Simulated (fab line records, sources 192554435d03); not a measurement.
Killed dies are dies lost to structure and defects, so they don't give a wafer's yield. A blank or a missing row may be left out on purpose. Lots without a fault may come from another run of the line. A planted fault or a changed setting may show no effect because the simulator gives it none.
Which tool did it? | flow n5_finfet | 24 lots, 72 wafers sampled, at 5 steps of a route of 1938

WHAT THE GAUGES READ, wafer by wafer
N5_BEOL_M11_OVL_MEAS_12. Usual: M11_OVL -0.2 nm, standard deviation 0.81.
lot  | measured     | on         | M11_OVL (nm)   | flag
L074 | day 10 02:32 | overlay-02 | -0.6 -0.7 -1.0 |
L075 | day 10 06:00 | overlay-02 | 0.8 -0.8 -0.8  |
L076 | day 10 09:20 | overlay-01 | -0.6 0.4 0.5   |
L077 | day 10 20:03 | overlay-02 | 0.0 -2.3 -2.6  |
L078 | day 10 20:15 | overlay-02 | 0.8 0.3 0.3    |
L079 | day 11 04:04 | overlay-02 | -0.1 0.5 -0.6  |
L080 | day 11 12:38 | overlay-02 | -0.7 -0.9 -1.1 |
L081 | day 12 08:09 | overlay-02 | 0.7 0.0 0.2    |
L082 | day 12 14:53 | overlay-01 | -0.5 0.4 -0.9  |
L083 | day 13 00:37 | overlay-01 | -0.9 -0.3 0.3  |
L084 | day 13 09:40 | overlay-01 | -0.2 0.8 -0.6  |
L085 | day 13 10:11 | overlay-02 | 0.1 0.7 -0.9   |
L086 | day 13 13:34 | overlay-01 | -0.3 0.2 -0.7  |
L088 | day 13 14:04 | overlay-02 | 0.2 -0.2 0.1   |
L089 | day 13 21:03 | overlay-01 | 0.5 0.7 -1.2   |
L087 | day 13 21:25 | overlay-01 | -0.4 -0.3 -0.1 |
L090 | day 14 03:13 | overlay-02 | -0.9 -0.3 -1.9 |
L094 | day 15 01:44 | overlay-01 | -1.6 -0.9 -1.9 |
L092 | day 15 08:05 | overlay-02 | -0.3 -0.1 0.0  |
L091 | day 15 08:17 | overlay-02 | 1.2 -1.1 0.2   |
L093 | day 15 08:32 | overlay-02 | 0.2 -0.9 -0.6  |
L096 | day 16 02:26 | overlay-02 | 0.3 1.1 0.3    |
L095 | day 16 02:35 | overlay-02 | 0.6 0.1 -0.7   |
L097 | day 16 07:50 | overlay-02 | 1.6 -0.4 0.6   |

N5_BEOL_M13_OVL_MEAS_11. Usual: V12_OVL 0 nm, standard deviation 5.2.
lot  | measured     | on         | V12_OVL (nm) | flag
L074 | day 10 15:39 | overlay-01 | -6 1 -3      |
L075 | day 10 16:20 | overlay-01 | -3 5 6       |
L076 | day 10 22:37 | overlay-01 | 3 5 -10      |
L077 | day 11 06:32 | overlay-02 | 3 -2 2       |
L078 | day 11 08:28 | overlay-02 | -3 -1 0      |
L079 | day 11 20:40 | overlay-01 | -9 -9 -11    |
L080 | day 12 02:07 | overlay-01 | 0 8 -5       |
L081 | day 12 18:20 | overlay-02 | 0 0 2        |
L082 | day 13 02:13 | overlay-02 | 7 -2 2       |
L083 | day 13 12:43 | overlay-02 | 6 -1 -6      |
L084 | day 13 23:06 | overlay-01 | 1 -2 -5      |
L085 | day 13 20:53 | overlay-01 | -2 5 2       |
L086 | day 14 02:16 | overlay-02 | 3 -7 3       |
L088 | day 14 08:31 | overlay-01 | -1 0 -2      |
L089 | day 14 13:19 | overlay-02 | 4 6 3        |
L087 | day 14 08:40 | overlay-02 | 3 2 -3       |
L090 | day 14 16:26 | overlay-02 | 3 6 7        |
L094 | day 15 15:56 | overlay-02 | -2 -3 -2     |
L092 | day 15 22:35 | overlay-01 | 0 0 -5       |
L091 | day 15 22:10 | overlay-02 | -2 -14 0     |
L093 | day 15 22:26 | overlay-02 | 8 1 -1       |
L096 | day 16 16:17 | overlay-02 | 5 3 1        |
L095 | day 16 15:38 | overlay-02 | 3 6 7        |
L097 | day 17 00:42 | overlay-01 | -1 5 1       |

WHICH TOOL RAN EACH LOT (tool, then ch and the chambers of the sampled wafers, then the start)
lot  | N5_BEOL_M11_CURE_71           | N5_BEOL_M12_ETCH_59                | N5_BEOL_M12_ETCH_67
L074 | uv_cure-03 ch 1, day 10 00:22 | rie_diel-04 ch 0,1,3, day 10 10:19 | rie_diel-01 ch 1,2, day 10 11:46
L075 | uv_cure-03 ch 1, day 10 04:19 | rie_diel-04 ch 0,1,3, day 10 11:47 | rie_diel-01 ch 0,2, day 10 12:44
L076 | uv_cure-01 ch 1, day 10 07:51 | rie_diel-04 ch 0,1,3, day 10 15:22 | rie_diel-03 ch 0,1,2, day 10 16:28
L077 | uv_cure-03 ch 2, day 10 17:33 | rie_diel-03 ch 0,3, day 11 01:01   | rie_diel-01 ch 0,2, day 11 01:58
L078 | uv_cure-01 ch 2, day 10 17:49 | rie_diel-03 ch 0,2,3, day 11 02:53 | rie_diel-04 ch 0,3, day 11 03:56
L079 | uv_cure-03 ch 2, day 11 00:40 | rie_diel-04 ch 1,3, day 11 11:40   | rie_diel-04 ch 0,2,3, day 11 12:38
L080 | uv_cure-02 ch 2, day 11 11:17 | rie_diel-03 ch 0,1,2, day 11 20:32 | rie_diel-03 ch 0,1,2, day 11 21:26
L081 | uv_cure-01 ch 1, day 12 05:32 | rie_diel-03 ch 0,1,2, day 12 14:07 | rie_diel-01 ch 0,2,3, day 12 15:02
L082 | uv_cure-03 ch 2, day 12 12:52 | rie_diel-01 ch 0,2,3, day 12 21:07 | rie_diel-01 ch 1,2, day 12 22:01
L083 | uv_cure-02 ch 2, day 12 22:55 | rie_diel-01 ch 0,1,2, day 13 06:50 | rie_diel-03 ch 0,1, day 13 07:52
L084 | uv_cure-01 ch 2, day 13 06:06 | rie_diel-03 ch 1,2,3, day 13 18:03 | rie_diel-04 ch 0,1, day 13 18:58
L085 | uv_cure-01 ch 2, day 13 07:41 | rie_diel-03 ch 2,3, day 13 16:39   | rie_diel-03 ch 0,1,2, day 13 17:34
L086 | uv_cure-01 ch 1, day 13 11:12 | rie_diel-03 ch 0,2,3, day 13 18:49 | rie_diel-03 ch 0,1,2, day 13 21:12
L088 | uv_cure-01 ch 1, day 13 12:04 | rie_diel-03 ch 0,1, day 13 20:49   | rie_diel-03 ch 0,2, day 13 23:48
L089 | uv_cure-01 ch 1, day 13 19:22 | rie_diel-04 ch 2,3, day 14 04:19   | rie_diel-03 ch 2,3, day 14 06:34
L087 | uv_cure-01 ch 0, day 13 20:01 | rie_diel-04 ch 0,1,3, day 14 03:47 | rie_diel-04 ch 0,1,2, day 14 05:16
L090 | uv_cure-02 ch 0, day 14 01:28 | rie_diel-03 ch 0,3, day 14 09:22   | rie_diel-04 ch 1,2, day 14 10:42
L094 | uv_cure-02 ch 0, day 14 23:51 | rie_diel-04 ch 1,2,3, day 15 09:49 | rie_diel-03 ch 1,2,3, day 15 10:55
L092 | uv_cure-02 ch 2, day 15 05:17 | rie_diel-04 ch 1,3, day 15 17:07   | rie_diel-04 ch 0,1,3, day 15 19:02
L091 | uv_cure-02 ch 2, day 15 05:51 | rie_diel-04 ch 0,1,3, day 15 16:11 | rie_diel-04 ch 0,2,3, day 15 17:58
L093 | uv_cure-03 ch 2, day 15 06:40 | rie_diel-04 ch 0,1,2, day 15 16:43 | rie_diel-03 ch 0,1,3, day 15 18:43
L096 | uv_cure-03 ch 2, day 16 00:14 | rie_diel-04 ch 0,1,2, day 16 09:37 | rie_diel-04 ch 0,1,2, day 16 11:42
L095 | uv_cure-02 ch 0, day 16 00:37 | rie_diel-04 ch 0,1, day 16 09:20   | rie_diel-04 ch 0,1, day 16 11:13
L097 | uv_cure-02 ch 1, day 16 06:05 | rie_diel-03 ch 1,2, day 16 15:18   | rie_diel-04 ch 0,1,2, day 16 17:04
- N5_BEOL_M11_CURE_71: cures SiCOH lowk, time 240 s.
- N5_BEOL_M12_ETCH_59: etches BARC in N2/H2, target depth 89 nm, overetch 26.7 nm, time 67.9 s.
- N5_BEOL_M12_ETCH_67: etches SiARC in CF4, target depth 143 nm, time 238.3 s.

WHAT THE TOOLS THEMSELVES READ (means of the sampled wafers that have a number; where no wafer has one, the mark that the record gives instead)
N5_BEOL_M11_CURE_71. Usual: lamp_power_pct 52.31 %, standard deviation 0.053; wafer_temp_C_max 387.0, standard deviation 0.5.
lot  | tool       | lamp_power_pct (%) | wafer_temp_C_max | flag
L074 | uv_cure-03 | 52.27              | 387.3            |
L075 | uv_cure-03 | 52.31              | 387.9            |
L076 | uv_cure-01 | 52.29              | 387.3            |
L077 | uv_cure-03 | 52.33              | 387.7            |
L078 | uv_cure-01 | 52.32              | 386.6            |
L079 | uv_cure-03 | 52.37              | 387.0            |
L080 | uv_cure-02 | 52.28              | 386.7            |
L081 | uv_cure-01 | 52.35              | 387.3            |
L082 | uv_cure-03 | 52.30              | 387.0            |
L083 | uv_cure-02 | 52.36              | 386.5            |
L084 | uv_cure-01 | 52.29              | 386.6            |
L085 | uv_cure-01 | 52.29              | 386.9            |
L086 | uv_cure-01 | 52.31              | 386.9            |
L088 | uv_cure-01 | 52.32              | 387.0            |
L089 | uv_cure-01 | 52.29              | 386.8            |
L087 | uv_cure-01 | 52.31              | 387.7            |
L090 | uv_cure-02 | 52.27              | 386.1            |
L094 | uv_cure-02 | 52.25              | 386.3            |
L092 | uv_cure-02 | 52.31              | 386.9            |
L091 | uv_cure-02 | 52.36              | 386.6            |
L093 | uv_cure-03 | 52.31              | 387.3            |
L096 | uv_cure-03 | 52.33              | 386.9            |
L095 | uv_cure-02 | 52.26              | 386.3            |
L097 | uv_cure-02 | 52.32              | 387.2            |

N5_BEOL_M12_ETCH_59. Usual: drypump_motor_current_A 5.7 A, standard deviation 0.38; oes_product_au 0.68 a.u., standard deviation 0.071; rf_vpp_V 524.3 V, standard deviation 1.9; showerhead_plenum_p_Torr 2.55 Torr, standard deviation 0.058; throttle_valve_pct 17.76 %, standard deviation 0.27.
lot  | tool        | drypump_motor_current_A (A) | oes_product_au (a.u.) | rf_vpp_V (V) | showerhead_plenum_p_Torr (Torr) | throttle_valve_pct (%) | flag
L074 | rie_diel-04 | 6.0                         | 0.64                  | 525.1        | 2.57                            | 17.98                  |
L075 | rie_diel-04 | 6.0                         | 0.65                  | 525.2        | 2.57                            | 17.99                  |
L076 | rie_diel-04 | 6.0                         | 0.64                  | 525.0        | 2.57                            | 17.98                  |
L077 | rie_diel-03 | 5.7                         | 0.74                  | 525.1        | 2.62                            | 17.56                  |
L078 | rie_diel-03 | 5.5                         | 0.70                  | 524.8        | 2.59                            | 17.59                  |
L079 | rie_diel-04 | 6.0                         | 0.66                  | 525.3        | 2.59                            | 17.94                  |
L080 | rie_diel-03 | 5.3                         | 0.64                  | 524.6        | 2.57                            | 17.65                  |
L081 | rie_diel-03 | 5.3                         | 0.64                  | 524.9        | 2.57                            | 17.68                  |
L082 | rie_diel-01 | 5.6                         | 0.63                  | 524.8        | 2.53                            | 17.85                  |
L083 | rie_diel-01 | 5.2                         | 0.67                  | 523.2        | 2.51                            | 17.82                  |
L084 | rie_diel-03 | 5.5                         | 0.67                  | 524.2        | 2.55                            | 17.69                  |
L085 | rie_diel-03 | 5.7                         | 0.71                  | 524.4        | 2.57                            | 17.62                  |
L086 | rie_diel-03 | 5.5                         | 0.68                  | 526.9        | 2.58                            | 17.62                  |
L088 | rie_diel-03 | 5.4                         | 0.64                  | 524.7        | 2.57                            | 17.70                  |
L089 | rie_diel-04 | 6.0                         | 0.82                  | 525.1        | 2.56                            | 17.43                  |
L087 | rie_diel-04 | 6.0                         | 0.72                  | 524.2        | 2.56                            | 17.90                  |
L090 | rie_diel-03 | 5.5                         | 0.68                  | 527.2        | 2.62                            | 17.60                  |
L094 | rie_diel-04 | 6.0                         | 0.74                  | 523.7        | 2.55                            | 17.63                  |
L092 | rie_diel-04 | 6.0                         | 0.71                  | 524.4        | 2.58                            | 17.87                  |
L091 | rie_diel-04 | 6.0                         | 0.69                  | 525.1        | 2.55                            | 17.93                  |
L093 | rie_diel-04 | 6.1                         | 0.66                  | 523.0        | 2.52                            | 17.88                  |
L096 | rie_diel-04 | 6.1                         | 0.66                  | 523.0        | 2.51                            | 17.90                  |
L095 | rie_diel-04 | 6.0                         | 0.61                  | 524.1        | 2.52                            | 18.18                  |
L097 | rie_diel-03 | 5.3                         | 0.60                  | 523.0        | 2.51                            | 17.81                  |

N5_BEOL_M12_ETCH_67. Usual: drypump_motor_current_A 5.7 A, standard deviation 0.43; etch_rf_on_time_s 238 s, standard deviation 4.9; oes_product_au 0.66 a.u., standard deviation 0.068; rf_vpp_V 184.1 V, standard deviation 1; showerhead_plenum_p_Torr 2.14 Torr, standard deviation 0.052; throttle_valve_pct 15.57 %, standard deviation 0.24.
lot  | tool        | drypump_motor_current_A (A) | etch_rf_on_time_s (s) | oes_product_au (a.u.) | rf_vpp_V (V) | showerhead_plenum_p_Torr (Torr) | throttle_valve_pct (%) | flag
L074 | rie_diel-01 | 4.9                         | 234                   | 0.61                  | 183.3        | 2.09                            | 15.74                  |
L075 | rie_diel-01 | 5.5                         | 240                   | 0.62                  | 183.7        | 2.10                            | 15.61                  |
L076 | rie_diel-03 | 5.3                         | 239                   | 0.65                  | 185.1        | 2.17                            | 15.44                  |
L077 | rie_diel-01 | 5.2                         | 238                   | 0.61                  | 182.7        | 2.07                            | 15.70                  |
L078 | rie_diel-04 | 6.0                         | 241                   | 0.60                  | 184.6        | 2.17                            | 15.76                  |
L079 | rie_diel-04 | 6.0                         | 239                   | 0.67                  | 184.3        | 2.14                            | 15.57                  |
L080 | rie_diel-03 | 5.3                         | 240                   | 0.65                  | 183.9        | 2.16                            | 15.46                  |
L081 | rie_diel-01 | 5.6                         | 240                   | 0.63                  | 184.9        | 2.14                            | 15.63                  |
L082 | rie_diel-01 | 4.9                         | 236                   | 0.68                  | 183.7        | 2.09                            | 15.58                  |
L083 | rie_diel-03 | 5.3                         | 239                   | 0.65                  | 184.8        | 2.19                            | 15.43                  |
L084 | rie_diel-04 | 6.0                         | 244                   | 0.63                  | 184.2        | 2.13                            | 15.87                  |
L085 | rie_diel-03 | 5.3                         | 239                   | 0.64                  | 184.0        | 2.16                            | 15.49                  |
L086 | rie_diel-03 | 5.3                         | 239                   | 0.63                  | 184.0        | 2.16                            | 15.49                  |
L088 | rie_diel-03 | 5.2                         | 234                   | 0.64                  | 183.9        | 2.15                            | 15.53                  |
L089 | rie_diel-03 | 5.4                         | 235                   | 0.67                  | 184.2        | 2.14                            | 15.51                  |
L087 | rie_diel-04 | 6.0                         | 240                   | 0.68                  | 184.8        | 2.12                            | 15.62                  |
L090 | rie_diel-04 | 6.1                         | 237                   | 0.72                  | 183.6        | 2.12                            | 15.36                  |
L094 | rie_diel-03 | 5.5                         | 234                   | 0.65                  | 184.5        | 2.14                            | 15.50                  |
L092 | rie_diel-04 | 6.0                         | 237                   | 0.69                  | 184.2        | 2.15                            | 15.69                  |
L091 | rie_diel-04 | 6.0                         | 236                   | 0.71                  | 184.6        | 2.13                            | 15.49                  |
L093 | rie_diel-03 | 5.5                         | 241                   | 0.65                  | 184.4        | 2.17                            | 15.45                  |
L096 | rie_diel-04 | 6.1                         | 241                   | 0.65                  | 183.8        | 2.11                            | 15.67                  |
L095 | rie_diel-04 | 6.0                         | 241                   | 0.62                  | 184.3        | 2.13                            | 15.86                  |
L097 | rie_diel-04 | 6.0                         | 239                   | 0.65                  | 184.1        | 2.11                            | 15.69                  |

THE ANSWER, worked out from the rows above alone
Rule: a lot is off if the mean of its wafers that have a number lies more than 3 standard deviations from the usual mean. A lot without any number at a reading at which 4 lots or more have one is off too. The other lots that the step has rows for count as sound. The gauges are gone through in route order, then the tools' own readings, and for those a lot's mean is taken as printed above. The first step at which some lot is off is used, and at that step the reading that is off furthest; a lot without a number counts as furthest.
No lot is off at any reading shown: from this, nothing can be told.

WHAT THE SIMULATOR HAD PUT IN
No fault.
